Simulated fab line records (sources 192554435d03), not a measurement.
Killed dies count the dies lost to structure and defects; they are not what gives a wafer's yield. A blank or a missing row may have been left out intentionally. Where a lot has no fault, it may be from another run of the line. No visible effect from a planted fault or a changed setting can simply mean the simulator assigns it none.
Chamber matching || flow n5Finfet || rieDiel-02 running N5_FIN_CUT_CUT_ETCH_26: 4 sister chambers
The step etches SiNx in CH3F/O2, target depth 39 nm, time 55.7 s. 8 wafers are shown with their chamber, then 10 later ones without.

EACH WAFER AND ITS CHAMBER
{"wafer": "L075.3", "chamber": 2, "showerheadPlenumPTorr (Torr)": 2.09, "throttleValvePct (%)": 16.40}
{"wafer": "L086.2", "chamber": 3, "showerheadPlenumPTorr (Torr)": 1.99, "throttleValvePct (%)": 16.24}
{"wafer": "L086.4", "chamber": 2, "showerheadPlenumPTorr (Torr)": 2.08, "throttleValvePct (%)": 16.43}
{"wafer": "L086.6", "chamber": 3, "showerheadPlenumPTorr (Torr)": 1.99, "throttleValvePct (%)": 16.25}
{"wafer": "L087.3", "chamber": 0, "showerheadPlenumPTorr (Torr)": 1.99, "throttleValvePct (%)": 16.53}
{"wafer": "L087.5", "chamber": 1, "showerheadPlenumPTorr (Torr)": 1.94, "throttleValvePct (%)": 16.62}
{"wafer": "L088.1", "chamber": 0, "showerheadPlenumPTorr (Torr)": 1.99, "throttleValvePct (%)": 16.55}
{"wafer": "L088.2", "chamber": 1, "showerheadPlenumPTorr (Torr)": 1.94, "throttleValvePct (%)": 16.61}

WAFERS WITH NO CHAMBER GIVEN
{"wafer": "L088.4", "showerheadPlenumPTorr (Torr)": 1.99, "throttleValvePct (%)": 16.55}
{"wafer": "L091.3", "showerheadPlenumPTorr (Torr)": 1.99, "throttleValvePct (%)": 16.27}
{"wafer": "L091.4", "showerheadPlenumPTorr (Torr)": 1.94, "throttleValvePct (%)": 16.62}
{"wafer": "L091.6", "showerheadPlenumPTorr (Torr)": 1.99, "throttleValvePct (%)": 16.56}
{"wafer": "L093.4", "showerheadPlenumPTorr (Torr)": 1.99, "throttleValvePct (%)": 16.26}
{"wafer": "L093.5", "showerheadPlenumPTorr (Torr)": 2.08, "throttleValvePct (%)": 16.43}
{"wafer": "L093.6", "showerheadPlenumPTorr (Torr)": 1.99, "throttleValvePct (%)": 16.27}
{"wafer": "L095.1", "showerheadPlenumPTorr (Torr)": 1.99, "throttleValvePct (%)": 16.28}
{"wafer": "L095.4", "showerheadPlenumPTorr (Torr)": 2.08, "throttleValvePct (%)": 16.47}
{"wafer": "L095.5", "showerheadPlenumPTorr (Torr)": 1.99, "throttleValvePct (%)": 16.27}

CHAMBER TAKEN BY EACH
{"wafer": "L088.4", "from the rows above": 0, "in truth": 0}
{"wafer": "L091.3", "from the rows above": 3, "in truth": 3}
{"wafer": "L091.4", "from the rows above": 1, "in truth": 1}
{"wafer": "L091.6", "from the rows above": 0, "in truth": 0}
{"wafer": "L093.4", "from the rows above": 3, "in truth": 3}
{"wafer": "L093.5", "from the rows above": 2, "in truth": 2}
{"wafer": "L093.6", "from the rows above": 3, "in truth": 3}
{"wafer": "L095.1", "from the rows above": 3, "in truth": 3}
{"wafer": "L095.4", "from the rows above": 2, "in truth": 2}
{"wafer": "L095.5", "from the rows above": 3, "in truth": 3}
Placed correctly: 10 of 10. Number that these rows cannot place: 0. Number placed wrongly: 0.
How it was worked out, from the rows above alone: a wafer's distance from a chamber is the root of the sum, over the readings, of the square of ((its reading less the chamber's mean) divided by the reading's scatter). If the next closest chamber is less than 2 further off than the closest, the wafer can't be placed; otherwise it belongs to the closest. A chamber's mean is the mean of its shown wafers. The scatter is the square root of a quotient: the sum, over the shown wafers, of each reading's squared deviation from its chamber's mean, divided by wafers minus chambers.
